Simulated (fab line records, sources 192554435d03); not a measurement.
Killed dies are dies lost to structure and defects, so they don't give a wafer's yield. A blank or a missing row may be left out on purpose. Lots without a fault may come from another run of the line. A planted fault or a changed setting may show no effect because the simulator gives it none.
fab line records | flow n5_finfet
record lots=4 wafers=12 last_day=16
route steps=1938 shown BEOL_M2@921 BEOL_M3@931 BEOL_M4@1111 PASSIVATION@1936
lots that met no fault: from a run of the same line without faults
start_h: hours from the record's first day to the start of the lot's first wafer shown | wait_h: hours since the lot's step before | " the same as in the row above | L1.1+2: a row that stands for several wafers | - no value, or no start given | * or withheld: withheld | < > ~ a bound
route shown NAME@n: a module of which the file shows steps, and the number in the route of the first | usual: mean/standard deviation of fault-free wafers | same: alike in all rows | chamber/n: place in a boat | sites: the reading at each site | _std_site: their standard deviation | _edge_site: outer sites' mean less inner sites' | radius_mm: how far each site lies from the wafer's centre | mask NAME#n: copy n | behind: the tool/chamber that last shaped the wafer | hold: why the lot was held/for how many hours/how that ended | device: the transistor (n, p or np) that didn't switch | end of line: the same wafers' tests at the end of the route | a step without rows: its recipe alone | killed: dies lost to structure and defects at the first sort, not the wafer's yield | map: a wafer's dies, x killed, . not, _ none there
set.NAME: the setting as run; set.NAME@STEP: as run at that earlier step | model.NAME: the simulator's own value behind a step, which no gauge read
lots at some steps of the route; a table a step, a row a wafer
services: from which hour (start_h, from the record's first day; less than 0 if before it) a tool's chamber was out of use, for how many hours, and why
## steps
# step N5_BEOL_M2_ECD_50
# recipe material=Cu target_thk_a=3000
# step N5_BEOL_M2_ANNEAL_51
# recipe temp_c=225 time_s=90 ambient=N2
# step N5_BEOL_M2_CMP_52
# recipe stop_on=SiOC t_overpolish_s=6.8 down_force_psi=1 platen_rpm=50 clearing_platen_down_force_psi=1.5 clearing_platen_rpm=50 post_cmp_clean=cu_alkaline target_thk_nm=40 clearing_platen_pad_velocity_m_s=0.99484 pad_velocity_m_s=0.99484
# step N5_BEOL_M2_PRE_CLEAN_60
# recipe gas=NH3/H2 time_s=15 temp_c=* rf_power_w=300
# step N5_BEOL_M2_CO_CAP_55
# recipe material=Co target_thk_a=20 temp_c=200 precursor=CCTBA/H2 pressure_torr=30 time_s=102.1
# step N5_BEOL_M2_PRE_CLEAN_56
# recipe gas=NH3 time_s=15 temp_c=withheld rf_power_w=300
# step N5_BEOL_M2_DEP_57
# recipe material=SiCN target_thk_a=80 temp_c=withheld precursor=3MS/NH3 pressure_torr=3 rf_w=202 time_s=14
# step N5_BEOL_M3_ILD_DEP_00
# recipe material=SiOC target_thk_a=790 temp_c=350 precursor=DEMS/O2 pressure_torr=5 rf_w=500 time_s=15.3
# step N5_BEOL_M3_PECVD_72
# recipe material=SiO2 target_thk_a=160 temp_c=400 precursor=TEOS/O2 pressure_torr=5.5 rf_w=450 teos_flow_sccm=53.8 gas=O2 flow_sccm=3000 time_s=18
# usual heater_power_w=737/85 showerhead_plenum_p_Torr=8.77/0.066 susceptor_temp_C=399.97/0.21 throttle_valve_pct=22.5/1.2
# columns lot.wafer tool chamber start_h wait_h heater_power_w showerhead_plenum_p_Torr susceptor_temp_C throttle_valve_pct model.SiO2_of_BEOL_M3_PECVD_72.thk_nm
L444.1 pecvd-02 2 155.54 0.0 802 8.75 400.05 21.5 16.2
L444.5 " 2 " " 814 8.75 400.10 21.4 16.2
L444.6 " 1 " " 824 8.78 400.15 23.4 15.8
L452.1 pecvd-02 2 204.72 0.0 929 8.77 406.99 21.6 15.2
L452.2 " 0 " " 721 8.92 399.81 22.3 16
L452.5 " 2 " " 941 8.75 407.03 21.7 15.6
L455.2 pecvd-04 1 229.27 0.0 767 8.72 400.34 21.6 15.6
L455.3 " 2 " " 683 8.68 400.00 20.5 15.6
L455.4 " 0 " " 911 8.80 399.83 21.3 15.8
L456.3 pecvd-02 2 230.46 0.0 924 8.77 407.35 21.5 15.4
L456.4 " 2 " " 927 8.75 407.26 21.9 15.6
L456.6 " 0 " " 789 8.90 400.02 22.7 16.2
# step N5_BEOL_M3_HM_DEP_02
# recipe material=TiN target_thk_a=200 temp_c=25 chamber_pressure_pa=0.49996
# step N5_BEOL_M3_COAT_61
# recipe resist=SOC temp_c=250 time_s=60 spin_rpm=1500 resist_thk_nm=60
# step N5_BEOL_M3_COAT_62
# recipe resist=SiARC temp_c=220 time_s=60 spin_rpm=1500 resist_thk_nm=12
# step N5_BEOL_M3_COAT_73
# recipe resist=underlayer temp_c=205 time_s=60 spin_rpm=1500 resist_thk_nm=5
# step N5_BEOL_M3_COAT_05
# recipe resist=CAR-EUV spin_rpm=1500 resist_thk_nm=30
# step N5_BEOL_M3_EBR_07
# recipe solvent=PGMEA ebr_width_mm=1.5
# step N5_BEOL_M3_SOFTBAKE_06
# recipe temp_c=110 time_s=60 resist=CAR-EUV
# step N5_BEOL_M3_EXPOSE_08
# recipe mask_id=M3 na=0.33 source_shape=dipole sigma_inner=0.369 sigma_outer=0.767 polarization=unpolarized dose_mj=33
# step N5_BEOL_M3_PEB_09
# recipe peb_temp_c=100 peb_time_s=60 resist=CAR-EUV
# step N5_BEOL_M3_DEVELOP_10
# recipe develop_time_s=30 developer=TMAH resist=CAR-EUV rinse_liquid=surfactant_rinse dry=air_spin dev_temp_c=23
# step N5_BEOL_M3_DESCUM_16
# recipe chemistry=O2 time_s=7 source_power_w=50 bias_power_w=20 pressure_mtorr=20 rf_frequency_hz=2.712e+07 temp_c=40 resist=CAR-EUV o2_flow_sccm=225
# step N5_BEOL_M3_ETCH_74
# recipe chemistry=N2/H2 target=underlayer target_depth_a=65 mask_material=CAR-EUV time_s=5.2 ion_energy_ev=200 pressure_mtorr=30 source_w=840 bias_w=150 n2_flow_sccm=200 h2_flow_sccm=200 ends=cleared
# step N5_BEOL_M3_ETCH_63
# recipe chemistry=CF4 target=SiARC target_depth_a=156 mask_material=CAR-EUV time_s=26 ion_energy_ev=80 pressure_mtorr=40 source_w=545 bias_w=36 Ar_flow_sccm=100 cf4_flow_sccm=100 ends=cleared
# step N5_BEOL_M3_ETCH_64
# recipe chemistry=N2/H2 target=SOC target_depth_a=750 overetch_a=150 mask_material=SiARC temp_c=40 time_s=112.5 ion_energy_ev=200 pressure_mtorr=30 source_w=840 bias_w=150 n2_flow_sccm=200 h2_flow_sccm=200
# step N5_BEOL_M3_STRIP_65
# recipe chemistry=N2/H2 temp_c=40 n2_flow_sccm=200 h2_flow_sccm=200 rf_frequency_hz=6e+07
# step N5_BEOL_M3_STRIP_75
# recipe chemistry=N2/H2 temp_c=40 n2_flow_sccm=200 h2_flow_sccm=200 rf_frequency_hz=6e+07
# step N5_BEOL_M3_STRIP_66
# recipe chemistry=CF4 resist=SiARC power_w=300 bias_power_w=75 pressure_mtorr=50 cf4_flow_sccm=150 rf_frequency_hz=6e+07
# step N5_BEOL_M3_HM_OPEN_17
# recipe chemistry=Cl2/BCl3 target_depth_a=200 overetch_a=60 target=TiN mask_material=SOC ion_energy_ev=150 pressure_mtorr=10 icp_w=1000 bias_w=126 Cl2_flow_sccm=53.25 bcl3_flow_sccm=21.75 Ar_flow_sccm=25
# step N5_BEOL_M3_STRIP_19
# recipe chemistry=O2 power_w=400 temp_c=40 pressure_mtorr=30 rf_frequency_hz=6e+07 bias_power_w=0 overash_fraction=0.2 o2_flow_sccm=225
# step N5_BEOL_M3_COAT_67
# recipe resist=SOC temp_c=250 time_s=60 spin_rpm=1500 resist_thk_nm=60
# step N5_BEOL_M3_COAT_68
# recipe resist=SiARC temp_c=220 time_s=60 spin_rpm=1500 resist_thk_nm=12
# step N5_BEOL_M3_COAT_76
# recipe resist=underlayer temp_c=205 time_s=60 spin_rpm=1500 resist_thk_nm=5
# step N5_BEOL_M3_COAT_22
# recipe resist=CAR-EUV spin_rpm=1500 resist_thk_nm=30
# step N5_BEOL_M3_EBR_24
# recipe solvent=PGMEA ebr_width_mm=1.5
# step N5_BEOL_M3_SOFTBAKE_23
# recipe temp_c=110 time_s=60 resist=CAR-EUV
# step N5_BEOL_M3_HM_STRIP_39
# recipe chemistry=peroxide_tin_strip material=TiN target_depth_a=250 temp_c=50 time_s=158
# usual bath_guard_temp_C=49.9/0.5
# columns lot.wafer tool chamber start_h wait_h bath_guard_temp_C model.SiO2_of_BEOL_M3_PECVD_72.thk_nm
L444.1 wet_bench-05 0 159.28 0.0 49.9 16
L444.5 " 3 " " 50.7 16
L444.6 " 5 " " 49.1 15.8
L452.1 wet_bench-02 3 208.41 0.0 49.3 15.2
L452.2 " 1 " " 50.1 15.8
L452.5 " 0 " " 49.6 15.4
L455.2 wet_bench-02 7 235.04 0.0 50.6 15.4
L455.3 " 4 " " 49.2 15.4
L455.4 " 1 " " 50.0 15.6
L456.3 wet_bench-03 2 240.22 0.0 50.9 15.2
L456.4 " 3 " " 50.3 15.4
L456.6 " 5 " " 49.5 16
# step N5_BEOL_M4_RC_MEAS_101
# usual DIBL_N=37.0/2.3 DIBL_P=37.3/2.8 IOFF_N=0.17/0.046 IOFF_P=0.23/0.054 ION_N=675/14 ION_P=460/9.3 SS_N=71.7/0.73 SS_P=73.6/0.95 VT_N=249/3.9 VT_P=-250/3.9
# columns lot.wafer tool chamber start_h wait_h DIBL_N[mV/V] DIBL_P[mV/V] IOFF_N[nA/um] IOFF_P[nA/um] ION_N[uA/um] ION_P[uA/um] SS_N[mV/dec] SS_P[mV/dec] VT_N[mV] VT_P[mV]
L444.1 prober-02 0 173.23 0.0 36.9 36.2 0.19 0.22 675 455 71.6 73.3 245 -250
L444.5 " 0 " " 37.7 38.0 0.20 0.26 681 469 71.6 74.2 246 -248
L444.6 " 0 " " 34.2 33.5 0.11 0.17 648 449 70.9 72.7 256 -256
L452.1 prober-01 0 225.37 0.0 36.8 35.2 0.16 0.23 679 471 71.8 72.9 251 -246
L452.2 " 0 " " 35.5 35.9 0.14 0.24 668 469 70.9 74.1 252 -250
L452.5 " 0 " " 35.5 33.5 0.13 0.19 665 466 71.2 73.2 253 -250
L455.2 prober-02 0 251.04 0.2 37.3 39.3 0.23 0.29 695 473 71.2 74.5 241 -242
L455.3 " 0 " " 35.5 37.2 0.19 0.25 679 470 71.1 73.6 243 -248
L455.4 " 0 " " 38.5 40.0 0.26 0.32 691 472 72.5 74.4 242 -243
L456.3 prober-01 0 281.14 0.3 38.5 37.5 0.20 0.25 667 458 72.4 74.2 248 -251
L456.4 " 0 " " 36.1 36.0 0.15 0.22 680 468 71.8 72.6 248 -246
L456.6 " 0 " " 39.4 38.4 0.20 0.25 664 449 73.3 74.2 250 -249
# step N5_PASSIVATION_PROBE_49
# usual defect_limited_yield=91.5/1.3 killed_at_M0_to_M3=36/10 killed_at_M4_up=13/4.7 killed_at_contacts=13/6.7 killed_at_front_end=37/9.7 killed_at_other=2.6/2.3 killed_dies=101/15 killed_on_rim=14/4.3 killed_open=67/12 killed_short=32/6.7 sort_bin_5_function=5.0/0.89 sort_bin_6_memory=3.2/0.63 sort_bin_8_speed=0.01/0.03 sort_n_pass=1079/16 sort_yield_pct=91.4/1.4
# same gross_dies=1180 killed_at_back_side=0 sort_bin_4_leakage[%]=0
# columns lot.wafer tool chamber start_h wait_h defect_limited_yield[%] killed_at_M0_to_M3 killed_at_M4_up killed_at_contacts killed_at_front_end killed_at_other killed_dies killed_on_rim killed_open killed_short sort_bin_5_function[%] sort_bin_6_memory[%] sort_bin_8_speed[%] sort_n_pass sort_yield_pct[%]
L452.1 prober-02 - 343.00 0.0 91.7 29 12 20 36 1 98 14 69 29 4.4 3.2 0 1082 91.7
L452.2 prober-02 - 343.05 0.1 91.6 42 20 9 28 0 99 11 67 31 4.4 3.8 0 1081 91.6
L452.5 prober-02 - 343.20 0.2 90.4 53 15 15 26 4 113 12 82 31 6.3 3.2 0 1067 90.4
L455.2 prober-02 - 368.38 0.1 92.4 24 7 10 37 12 90 8 64 25 4.1 3.4 0 1090 92.4
L455.3 prober-02 - 368.43 0.1 91.6 37 10 8 38 6 99 10 63 33 5.4 2.8 0 1081 91.6
L455.4 prober-02 - 368.48 0.2 93.2 30 7 4 35 4 80 9 50 27 4.2 2.5 0 1100 93.2
L456.3 prober-01 - 386.76 0.1 88.1 52 16 23 48 2 141 29 98 41 6.8 4.7 0 1039 88.1
L456.4 prober-01 - 386.81 0.2 89.6 43 8 17 55 0 123 22 81 42 6.5 3.4 0 1057 89.6
L456.6 prober-01 - 386.91 0.3 92.3 37 11 11 31 1 91 10 61 24 3.8 3.3 0 1089 92.3
# killed by level:class
L452.1 MOL_CONTACT_COAG:geometric_particle:open=17 BEOL_M2:geometric_particle:open=15 FIN_SAQP:geometric_particle:open=8 BEOL_M0_SAQP:geometric_particle:short=8 STI_FIN_REVEAL:geometric_particle:open=7 FIN_SAQP:geometric_particle:short=6 DUMMY_GATE:geometric_particle:open=4 BEOL_M5:geometric_particle:open=4
L452.2 BEOL_M4:geometric_particle:open=14 BEOL_M0_SAQP:geometric_particle:open=11 BEOL_M0_SAQP:geometric_particle:short=10 BEOL_M2:geometric_particle:open=8 MOL_CONTACT_COAG:geometric_particle:open=7 GATE_CUT:geometric_particle:short=6 FIN_SAQP:geometric_particle:open=5 FIN_SAQP:geometric_particle:short=5
L452.5 BEOL_M0_SAQP:geometric_particle:open=21 MOL_CONTACT_COAG:geometric_particle:open=14 BEOL_M0_SAQP:geometric_particle:short=10 BEOL_M2:geometric_particle:open=9 FIN_SAQP:geometric_particle:open=8 BEOL_M1:geometric_particle:open=8 BEOL_M2:geometric_particle:short=5 BEOL_M8:geometric_particle:open=4
L455.2 MOL_CONTACT_COAG:geometric_particle:open=9 FIN_SAQP:geometric_particle:short=7 BEOL_M3:geometric_particle:open=7 STI_FIN_REVEAL:geometric_particle:open=6 FIN_SAQP:geometric_particle:open=5 BEOL_M2:geometric_particle:open=5 DUMMY_GATE:geometric_particle:open=4 BEOL_M0_SAQP:geometric_particle:open=4
L455.3 BEOL_M3:geometric_particle:open=10 FIN_SAQP:geometric_particle:short=8 STI_FIN_REVEAL:geometric_particle:open=8 DUMMY_GATE:geometric_particle:open=7 BEOL_M1:geometric_particle:open=7 MOL_CONTACT_COAG:geometric_particle:open=6 DUMMY_GATE:geometric_particle:short=5 BEOL_M2:geometric_particle:open=5
L455.4 STI_FIN_REVEAL:geometric_particle:open=8 BEOL_M1:geometric_particle:open=8 FIN_SAQP:geometric_particle:short=6 DUMMY_GATE:geometric_particle:open=6 BEOL_M2:geometric_particle:open=6 BEOL_M3:geometric_particle:open=5 BEOL_M0_SAQP:geometric_particle:open=4 BEOL_M0_SAQP:geometric_particle:short=4
L456.3 MOL_CONTACT_COAG:geometric_particle:open=21 STI_FIN_REVEAL:geometric_particle:open=14 BEOL_M0_SAQP:geometric_particle:open=12 BEOL_M0_SAQP:geometric_particle:short=8 BEOL_M1:geometric_particle:open=8 BEOL_M2:geometric_particle:open=8 FIN_SAQP:geometric_particle:open=7 FIN_SAQP:geometric_particle:short=7
L456.4 STI_FIN_REVEAL:geometric_particle:open=13 BEOL_M0_SAQP:geometric_particle:short=13 FIN_SAQP:geometric_particle:short=12 FIN_SAQP:geometric_particle:open=12 BEOL_M0_SAQP:geometric_particle:open=12 MOL_CONTACT_COAG:geometric_particle:open=11 MOL_CONTACT_COAG:geometric_particle:short=6 BEOL_M1:geometric_particle:open=6
L456.6 MOL_CONTACT_COAG:geometric_particle:open=9 BEOL_M0_SAQP:geometric_particle:open=9 BEOL_M0_SAQP:geometric_particle:short=8 STI_FIN_REVEAL:geometric_particle:open=7 BEOL_M3:geometric_particle:open=7 HKMG_FIN:area_etch=5 BEOL_M0:geometric_particle:open=4 BEOL_M2:geometric_particle:open=4
## services
# columns tool chamber start_h hours kind
pecvd-04 1 166.93 6.9 repair
pecvd-02 1 168.31 - calibration
pecvd-04 0 168.48 16.4 repair
pecvd-04 2 195.91 3.0 repair
pecvd-02 1 200.13 5.5 scheduled_down
pecvd-04 - 201.22 6.0 pm
pecvd-04 - 207.59 1.6 repair
## key
first_sign step=N5_BEOL_M3_PECVD_72 reading=susceptor_temp_C direction=up sigmas=34 usual=* struck=*
effect none on later readings
model_effect step=N5_BEOL_M3_PECVD_72 value=SiO2_of_BEOL_M3_PECVD_72.thk_nm without=16.2 struck=15.45
model_effect step=N5_BEOL_M3_HM_STRIP_39 value=SiO2_of_BEOL_M3_PECVD_72.thk_nm without=16.05 struck=15.3
met_at N5_BEOL_M3_PECVD_72
struck_wafers L452.1,L452.5,L456.3,L456.4
onset_between 155.54 204.72
fault kind=process_parameter_drift tool=pecvd-02 chamber=2 onset_h=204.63 steps=N5_BEOL_M3_PECVD_72 channel=temp_c offset=* shape=step end_h=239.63 acts_in=* stated=*
